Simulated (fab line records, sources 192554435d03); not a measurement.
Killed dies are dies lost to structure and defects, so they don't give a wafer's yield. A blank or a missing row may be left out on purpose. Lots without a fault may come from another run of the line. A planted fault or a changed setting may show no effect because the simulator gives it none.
Which tool did it? | flow n5_finfet | 24 lots, 72 wafers sampled, at 1 step of a route of 1938

WHAT THE GAUGES READ, wafer by wafer
N5_BEOL_M2_CD_MEAS_28: target cd 26.2 nm, target cd y 24.1 nm.
lot  | measured     | on        | cd_nm (nm)
L074 | day 7 00:19  | cd_sem-01 | 26.32 26.36 26.57
L075 | day 7 08:29  | cd_sem-01 | 26.54 26.19 26.33
L076 | day 7 13:06  | cd_sem-02 | 26.05 26.47 26.13
L078 | day 7 14:07  | cd_sem-01 | 26.25 26.45 26.46
L077 | day 7 23:10  | cd_sem-02 | 26.19 25.93 26.17
L079 | day 7 23:37  | cd_sem-02 | 26.19 26.29 26.28
L080 | day 8 03:07  | cd_sem-01 | 26.16 26.09 26.06
L081 | day 8 15:50  | cd_sem-01 | 26.53 26.44 25.95
L082 | day 9 00:53  | cd_sem-02 | 26.20 26.61 26.31
L083 | day 9 12:03  | cd_sem-03 | 26.00 26.47 26.31
L084 | day 9 12:13  | cd_sem-02 | 26.15 26.25 26.23
L085 | day 9 15:10  | cd_sem-02 | 26.36 26.62 26.04
L086 | day 9 22:17  | cd_sem-01 | 25.94 26.48 26.17
L087 | day 10 06:12 | cd_sem-03 | 26.29 26.35 26.52
L089 | day 10 07:59 | cd_sem-03 | 26.03 26.17 26.21
L088 | day 10 14:05 | cd_sem-01 | 26.61 26.34 26.42
L090 | day 10 22:25 | cd_sem-02 | 26.08 26.34 26.06
L091 | day 11 05:53 | cd_sem-01 | 26.43 26.05 26.22
L092 | day 11 11:16 | cd_sem-01 | 26.21 26.26 26.01
L093 | day 11 14:05 | cd_sem-03 | 26.25 26.15 26.37
L094 | day 12 01:01 | cd_sem-01 | 25.98 25.73 26.31
L095 | day 12 05:54 | cd_sem-01 | 26.39 26.34 25.87
L096 | day 12 09:38 | cd_sem-03 | 25.68 26.48 26.29
L097 | day 12 16:47 | cd_sem-02 | 26.41 26.45 26.45

WHICH TOOL RAN EACH LOT (tool, then ch and the chambers of the sampled wafers, then the start)
The record holds no process step before these readings.

WHAT THE TOOLS THEMSELVES READ (means of the sampled wafers that have a number; where no wafer has one, the mark that the record gives instead)
The record holds no such reading with a usual standard deviation.

THE ANSWER, worked out from the rows above alone
Rule: what is usual is taken from the lots themselves. Put in order of their means at a reading, lots are off if they are a third of the lots or fewer, leave a main group of 4 or more, and stand apart from it by a gap of 3 or more times the standard deviation of the main group's means; of several such gaps the widest counts. A main group whose means are all the same, to the digits that the tables above print for the reading, isn't used. A lot without any number at a reading at which 4 lots or more have one is off too. The other lots that the step has rows for count as sound. The gauges are gone through in route order, then the tools' own readings, and for those a lot's mean is taken as printed above. The first step at which some lot is off is used, and at that step the reading that is off furthest; a lot without a number counts as furthest.
No lot is off at any reading shown: from this, nothing can be told.

WHAT THE SIMULATOR HAD PUT IN
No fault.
